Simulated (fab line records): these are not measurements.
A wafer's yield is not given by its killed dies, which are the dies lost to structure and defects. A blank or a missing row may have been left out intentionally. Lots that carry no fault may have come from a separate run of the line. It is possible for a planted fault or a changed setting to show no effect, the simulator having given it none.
Which of the tools did it? | flow n5 finfet | 30 wafers from 12 lots sampled at 5 of the route's 1938 steps

== WHAT EACH GAUGE READ, for each wafer ==
The record lacks any reading of a measuring or inspecting step that a usual standard deviation could be used to judge.

== WHICH TOOL RAN EACH LOT (tool, then ch and the chambers of the sampled wafers, then the start) ==
lot  | N5_MOL_CONTACT_COAG_ETCH_110       | N5_MOL_CONTACT_COAG_PRECLEAN_111    | N5_MOL_CONTACT_COAG_CO_FILL_22   | N5_MOL_CONTACT_COAG_ANNEAL_113   | N5_PASSIVATION_PROBE_49
L295 | rie diel-02 ch 1,2,3, day 4 15:56  | remote plasma-02 ch 1, day 4 16:20  | cvd co-02 ch 0,1,2, day 4 20:47  | rtp anneal-01 ch 0, day 4 21:24  | -
L296 | rie diel-02 ch 1,2,3, day 5 02:29  | remote plasma-01 ch 1, day 5 03:43  | cvd co-01 ch 0,2, day 5 05:25    | rtp anneal-01 ch 0, day 5 06:06  | -
L297 | rie diel-05 ch 0,2, day 5 04:19    | remote plasma-01 ch 0, day 5 04:49  | cvd co-02 ch 0,2, day 5 06:27    | rtp anneal-02 ch 0, day 5 07:22  | -
L298 | rie diel-05 ch 0,1, day 5 14:09    | remote plasma-02 ch 0, day 5 14:44  | cvd co-02 ch 1,2, day 5 16:14    | rtp anneal-02 ch 0, day 5 17:10  | -
L299 | rie diel-02 ch 0,1,2, day 5 20:58  | remote plasma-01 ch 0, day 5 21:22  | cvd co-02 ch 0,1,2, day 6 00:19  | rtp anneal-02 ch 0, day 6 01:08  | -
L300 | rie diel-01 ch 0,1,3, day 5 22:47  | remote plasma-01 ch 1, day 5 23:11  | cvd co-01 ch 0,2, day 6 00:23    | rtp anneal-01 ch 0, day 6 01:23  | -
L301 | rie diel-02 ch 2,3, day 6 11:59    | remote plasma-02 ch 1, day 6 13:28  | cvd co-02 ch 0,1, day 6 15:49    | rtp anneal-01 ch 0, day 6 16:35  | -
L302 | rie diel-01 ch 0,1, day 6 12:05    | remote plasma-01 ch 0, day 6 13:19  | cvd co-01 ch 0,2, day 6 15:40    | rtp anneal-02 ch 0, day 6 16:51  | -
L304 | rie diel-05 ch 0,2, day 6 23:29    | remote plasma-02 ch 1, day 6 23:57  | cvd co-02 ch 1, day 7 01:45      | rtp anneal-02 ch 0, day 7 02:42  | -
L307 | rie diel-05 ch 3, day 7 18:38      | remote plasma-01 ch 0, day 7 19:04  | cvd co-02 ch 0,1, day 7 21:13    | rtp anneal-01 ch 0, day 7 22:08  | prober-01, day 15 17:23
L311 | rie diel-05 ch 0,1, day 8 20:18    | remote plasma-01 ch 1, day 8 20:41  | cvd co-01 ch 0,1, day 8 22:13    | rtp anneal-02 ch 0, day 8 23:05  | -
L317 | rie diel-01 ch 0,1,3, day 10 14:19 | remote plasma-02 ch 0, day 10 14:41 | cvd co-02 ch 0,1,2, day 10 16:38 | rtp anneal-02 ch 0, day 10 17:14 | -
- N5_MOL_CONTACT_COAG_ETCH_110: etches Si in CF4/O2, target depth 2.5 nm, time 8 s.
- N5_MOL_CONTACT_COAG_PRECLEAN_111: cleans in NF3:NH3, afs cycles 1, time 20 s, sublimation time 60 s.
- N5_MOL_CONTACT_COAG_CO_FILL_22: material Co, precursor CCTBA/H2, target thk 20 nm.
- N5_MOL_CONTACT_COAG_ANNEAL_113: time 300 s.
- N5_PASSIVATION_PROBE_49

== AS READ BY THE TOOLS THEMSELVES (means over the sampled wafers that have a number; for cases with no such wafer, the mark the record gives instead) ==
N5_MOL_CONTACT_COAG_ETCH_110.
lot  | tool        | drypump motor current A (A) | oes product au (a.u.) | rf vpp V (V) | showerhead plenum p Torr (Torr) | throttle valve pct (%)
L295 | rie diel-02 | 5.5                         | 0.84                  | 127.0        | 2.32                            | 10.62
L296 | rie diel-02 | 5.5                         | 0.83                  | 127.0        | 2.32                            | 10.64
L297 | rie diel-05 | 5.3                         | 0.87                  | 126.7        | 2.21                            | 10.65
L298 | rie diel-05 | 5.5                         | 0.88                  | 129.4        | 2.25                            | 10.47
L299 | rie diel-02 | 5.4                         | 0.81                  | 128.8        | 2.31                            | 10.59
L300 | rie diel-01 | 5.8                         | 0.81                  | 129.9        | 2.24                            | 10.89
L301 | rie diel-02 | 5.8                         | 0.82                  | 125.8        | 2.29                            | 10.68
L302 | rie diel-01 | 5.8                         | 0.81                  | 131.8        | 2.22                            | 10.86
L304 | rie diel-05 | 5.3                         | 0.81                  | 126.3        | 2.23                            | 10.75
L307 | rie diel-05 | 5.1                         | 0.84                  | 131.9        | 2.25                            | 10.72
L311 | rie diel-05 | 5.5                         | 0.84                  | 128.9        | 2.24                            | 10.57
L317 | rie diel-01 | 5.8                         | 0.85                  | 130.2        | 2.31                            | 10.75

N5_MOL_CONTACT_COAG_CO_FILL_22.
lot  | tool      | heater power w (W)
L295 | cvd co-02 | 224
L296 | cvd co-01 | 233
L297 | cvd co-02 | 212
L298 | cvd co-02 | 221
L299 | cvd co-02 | 228
L300 | cvd co-01 | 229
L301 | cvd co-02 | 242
L302 | cvd co-01 | 231
L304 | cvd co-02 | 246
L307 | cvd co-02 | 240
L311 | cvd co-01 | 214
L317 | cvd co-02 | 223

N5_MOL_CONTACT_COAG_ANNEAL_113.
lot  | tool          | lamp power pct (%) | wafer_temp_C_max
L295 | rtp anneal-01 | 2.39               | 401.3
L296 | rtp anneal-01 | 2.39               | 401.6
L297 | rtp anneal-02 | 2.71               | 403.5
L298 | rtp anneal-02 | 2.71               | 402.5
L299 | rtp anneal-02 | 2.71               | 403.2
L300 | rtp anneal-01 | 2.39               | 401.2
L301 | rtp anneal-01 | 2.38               | 401.4
L302 | rtp anneal-02 | 2.71               | 402.6
L304 | rtp anneal-02 | 2.70               | 403.9
L307 | rtp anneal-01 | 2.39               | 401.5
L311 | rtp anneal-02 | 2.71               | 403.4
L317 | rtp anneal-02 | 2.70               | 403.4

N5_PASSIVATION_PROBE_49.
lot  | tool      | killed_at_M0_to_M3 | killed_at_M4_up | killed at contacts | killed at front end | killed at other | killed dies | killed open | killed short
L307 | prober-01 | 43                 | 14              | 14                 | 44                  | 2               | 118         | 72          | 44

== THE ANSWER, worked out from the rows above alone ==
Rule: usual is defined by the lots themselves. The widest of any qualifying gaps counts: lots, ordered by their means at a reading, are off when they make up no more than a third of the lots, leave a main group of 4 or more, and stand apart from it by 3 or more times the standard deviation of that group's means. The tables above print the reading to a certain number of digits; a main group whose means all agree to those digits is not used. Also off: a lot with no number at a reading for which 4 or more lots have one. The other lots that the step has rows for count as sound. First the gauges in route order, then the tools' own readings, where a lot's mean is used as printed above. The first step at which some lot is off is used, and at that step the reading that is off furthest; a lot without a number counts as furthest.
No lot is off at any reading shown: from this, nothing can be told.

== WHAT WAS PUT IN BY THE SIMULATOR ==
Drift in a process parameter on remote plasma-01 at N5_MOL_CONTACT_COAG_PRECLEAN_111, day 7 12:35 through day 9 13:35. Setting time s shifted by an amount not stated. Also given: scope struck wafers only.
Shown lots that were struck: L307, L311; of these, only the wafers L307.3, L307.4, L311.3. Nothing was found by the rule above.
